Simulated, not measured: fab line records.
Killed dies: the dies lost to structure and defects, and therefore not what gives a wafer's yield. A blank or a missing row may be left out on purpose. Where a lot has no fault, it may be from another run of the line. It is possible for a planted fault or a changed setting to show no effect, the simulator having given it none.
Matching of chambers -- flow nand harc -- NHARC_A_BONDPAD_CMP_29 on cmp-03 has 4 sister chambers
The step polishes SiCN, target thk 200 nm. 18 wafers are shown with their chamber, then 9 later ones without.

== WAFERS, EACH WITH ITS CHAMBER ==
wafer,chamber,motor current A (A)
L077.2,3,10.7
L077.3,2,11.5
L077.5,0,13.4
L081.1,0,13.8
L081.2,1,10.8
L081.3,3,10.3
L082.3,3,11.1
L082.4,2,11.6
L082.5,2,11.4
L085.4,2,11.8
L085.5,2,11.6
L085.6,3,11.3
L087.2,1,10.3
L087.5,3,11.0
L087.6,0,13.3
L089.1,3,10.7
L089.3,1,10.6
L089.6,2,11.5

SIGNATURES (averages over the wafers above)
reading,chamber 0,chamber 1,chamber 2,chamber 3,scatter within a chamber
motor current A,13.500,10.567,11.567,10.850,0.267
Rule: for each reading, subtract the chamber's mean from the wafer's reading, divide by that reading's scatter and square the result; add these up over the readings and take the root, which gives the wafer's distance from the chamber. If the next closest chamber is less than 2 further off than the closest, the wafer can't be placed; otherwise it belongs to the closest. The scatter: the root of (the sum of the squares of (reading less its chamber's mean) over the shown wafers, divided by (wafers less chambers)).

== WAFERS WHOSE CHAMBER IS MISSING ==
wafer,motor current A (A)
L092.1,10.3
L092.3,14.2
L092.6,12.0
L095.2,11.0
L095.3,13.4
L095.5,9.8
L096.3,11.5
L096.5,13.7
L096.6,10.3

== THE CHAMBER EACH PASSED THROUGH ==
wafer,from the rows above,in truth
L092.1,can't be placed: 1 or 3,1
L092.3,0,0
L092.6,2,2
L095.2,can't be placed: 3 or 1 or 2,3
L095.3,0,0
L095.5,can't be placed: 1 or 3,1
L096.3,2,2
L096.5,0,0
L096.6,can't be placed: 1 or 3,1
Correctly placed: 5 of 9. From these rows, 4 cannot be placed; in 4 the true chamber is one of the candidates. Placed wrongly: 0.
